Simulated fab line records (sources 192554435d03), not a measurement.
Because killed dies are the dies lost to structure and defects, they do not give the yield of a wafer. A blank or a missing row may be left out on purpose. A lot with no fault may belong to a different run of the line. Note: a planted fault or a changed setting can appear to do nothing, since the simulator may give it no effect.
Split-lot study | flow n5-finfet | route with 1938 steps; 7 lots, 39 wafers read

## THE SPLIT ITSELF
At N5_ZERO_LAYER_DEVELOP_10 (develop time 60 s), the setting develop-time-s was moved away from the recipe's 60 s on 9 of the 39 wafers read, by -29.2% to +40.1%. All remaining wafers had this setting at the recipe value.

## FROM THE SPLIT TO THE READING: what the file shows between them, 1 step
- N5_ZERO_LAYER_HARDBAKE_23: time 120 s

## THE READING
At N5_ZERO_LAYER_CD_MEAS_11: cd-nm in nanometres, against a target cd of 2000 nm. On this fab line, fault-free wafers typically give 2000.0 nm with a standard deviation of 1.4 nm.

wafer  | tool, chamber at the split | develop-time-s as run, s | against the recipe | cd-nm, nm | against lot-mates on the recipe
L075.1 | litho-track-01, 0          | 60                       | recipe             | 2001.0    | -
L075.2 | litho-track-01, 0          | 60                       | recipe             | 2000.4    | -
L075.3 | litho-track-01, 0          | 84.03                    | +40.1%             | 2005.2    | +4.8
L075.4 | litho-track-01, 0          | 84.03                    | +40.1%             | 2006.1    | +5.7
L075.5 | litho-track-01, 0          | 84.03                    | +40.1%             | 2005.5    | +5.1
L075.6 | litho-track-01, 0          | 60                       | recipe             | 1999.8    | -
L088.1 | litho-track-01, 0          | 60                       | recipe             | 1999.5    | -
L088.2 | litho-track-01, 0          | 60                       | recipe             | 2002.7    | -
L088.6 | litho-track-01, 0          | 60                       | recipe             | 2000.9    | -
L089.1 | litho-track-02, 0          | 60                       | recipe             | 1998.2    | -
L089.2 | litho-track-02, 0          | 60                       | recipe             | 1998.0    | -
L089.3 | litho-track-02, 0          | 60                       | recipe             | 1998.5    | -
L089.4 | litho-track-02, 0          | 60                       | recipe             | 1998.9    | -
L089.5 | litho-track-02, 0          | 60                       | recipe             | 1998.0    | -
L089.6 | litho-track-02, 0          | 60                       | recipe             | 1999.6    | -
L090.1 | litho-track-02, 0          | 60                       | recipe             | 1999.2    | -
L090.2 | litho-track-02, 0          | 60                       | recipe             | 1999.8    | -
L090.3 | litho-track-02, 0          | 60                       | recipe             | 1999.7    | -
L090.4 | litho-track-02, 0          | 60                       | recipe             | 2000.1    | -
L090.5 | litho-track-02, 0          | 60                       | recipe             | 1998.1    | -
L090.6 | litho-track-02, 0          | 60                       | recipe             | 1998.9    | -
L092.1 | litho-track-01, 0          | 49.35                    | -17.8%             | 1996.7    | -3.8
L092.2 | litho-track-01, 0          | 49.35                    | -17.8%             | 1997.5    | -3.0
L092.3 | litho-track-01, 0          | 49.35                    | -17.8%             | 1998.8    | -1.7
L092.4 | litho-track-01, 0          | 60                       | recipe             | 2001.0    | -
L092.5 | litho-track-01, 0          | 60                       | recipe             | 2000.5    | -
L092.6 | litho-track-01, 0          | 60                       | recipe             | 1999.9    | -
L094.1 | litho-track-02, 0          | 60                       | recipe             | 2000.4    | -
L094.2 | litho-track-02, 0          | 60                       | recipe             | 2001.1    | -
L094.3 | litho-track-02, 0          | 60                       | recipe             | 1999.0    | -
L094.4 | litho-track-02, 0          | 60                       | recipe             | 1998.3    | -
L094.5 | litho-track-02, 0          | 60                       | recipe             | 2000.3    | -
L094.6 | litho-track-02, 0          | 60                       | recipe             | 1997.6    | -
L097.1 | litho-track-01, 0          | 60                       | recipe             | 2001.4    | -
L097.2 | litho-track-01, 0          | 42.5                     | -29.2%             | 1994.3    | -6.5
L097.3 | litho-track-01, 0          | 60                       | recipe             | 2001.0    | -
L097.4 | litho-track-01, 0          | 42.5                     | -29.2%             | 1993.6    | -7.2
L097.5 | litho-track-01, 0          | 42.5                     | -29.2%             | 1993.7    | -7.1
L097.6 | litho-track-01, 0          | 60                       | recipe             | 1999.9    | -

FIT RESULTS
A straight line over all 39 wafers: cd-nm changes by +0.16 nm for each +1% of develop-time-s; r = +0.89; the points scatter about the line by 1.2 nm.
The same after taking each lot's own level away (the mean of its wafers on the recipe; 39 wafers): +0.165 nm for each +1%; r = +0.92; scatter 1.1 nm.
That fit puts the effect of the largest move of develop-time-s on the reading at 6.6 nm.
From 1998.53 to 2001.03 nm: that is the span of the lots' own levels, equal to 1.8 times the standard deviation above.
Consequently the slope shifts little with the lot-to-lot level, the two slopes agreeing.
Check: with one of the wafers moved furthest among these (+40.1%) left out of the fit, the line predicts +6.8 nm for it against its lot-mates. It came out at +4.8 nm against them.

## THE FILE'S OWN FIT
cd-nm changes by +0.165 nm for each +1% of develop-time-s, r = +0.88.
